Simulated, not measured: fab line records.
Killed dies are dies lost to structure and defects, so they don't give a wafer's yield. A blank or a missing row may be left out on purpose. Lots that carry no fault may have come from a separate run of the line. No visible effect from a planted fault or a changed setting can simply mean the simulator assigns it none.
A single fault, viewed from 2 desks + flow nand-harc + numbers are kept per desk, each desk with only its own; the story behind them comes last

## DESK OF THE TOOL OWNER: rie-diel-09
The tool's own readings at NHARC_A_SGD_CUT_ETCHBACK_24 (etches the open film in CH3F/O2, target depth 50 nm, time 92.857 s): means of the sampled wafers that have a number, for each lot that ran on this tool. Marked OUT: a lot whose mean sits more than 4 standard deviations from the usual mean, which makes it out of limits; the brackets give that distance.
Columns: A = drypump-motor-current-A at NHARC_A_SGD_CUT_ETCHBACK_24, usual 5.6 A; B = oes-product-au at NHARC_A_SGD_CUT_ETCHBACK_24, usual 0.97 a.u.; C = rf-vpp-V at NHARC_A_SGD_CUT_ETCHBACK_24, usual 243.9 V; D = showerhead-plenum-p-Torr at NHARC_A_SGD_CUT_ETCHBACK_24, usual 2.44 Torr; E = throttle-valve-pct at NHARC_A_SGD_CUT_ETCHBACK_24, usual 20.663 %
| lot  | first seen here | A   | B    | C     | D    | E      |
|------|-----------------|-----|------|-------|------|--------|
| L967 | day 24 00:58    | 5.4 | 0.89 | 243.2 | 2.38 | 20.659 |
| L978 | day 28 11:28    | 5.2 | 0.99 | 242.0 | 2.35 | 20.661 |
This desk's finding: nothing out of limits on any of the 2 lots.

## AT THE METROLOGY DESK
What the gauges read for every lot (on any tool): the sampled wafers with a number, averaged. Marked OUT: a lot whose mean sits more than 4 standard deviations from the usual mean, which makes it out of limits; the brackets give that distance.
Columns: A = thk-nm at NHARC_A_SGD_CUT_THK_MEAS_22, usual 148.4 nm
| lot  | first seen here | A     |
|------|-----------------|-------|
| L956 | day 19 22:02    | 149.6 |
| L967 | day 24 00:44    | 147.7 |
| L973 | day 26 08:42    | 149.2 |
| L974 | day 26 23:23    | 149.0 |
| L978 | day 28 11:14    | 148.7 |
This desk's finding: nothing out of limits on any of the 5 lots.

## BROUGHT TOGETHER
The desk of the tool owner found nothing out of limits.
Nothing out of limits was seen by the metrology desk.

## WHAT HAD BEEN PUT IN BY THE SIMULATOR
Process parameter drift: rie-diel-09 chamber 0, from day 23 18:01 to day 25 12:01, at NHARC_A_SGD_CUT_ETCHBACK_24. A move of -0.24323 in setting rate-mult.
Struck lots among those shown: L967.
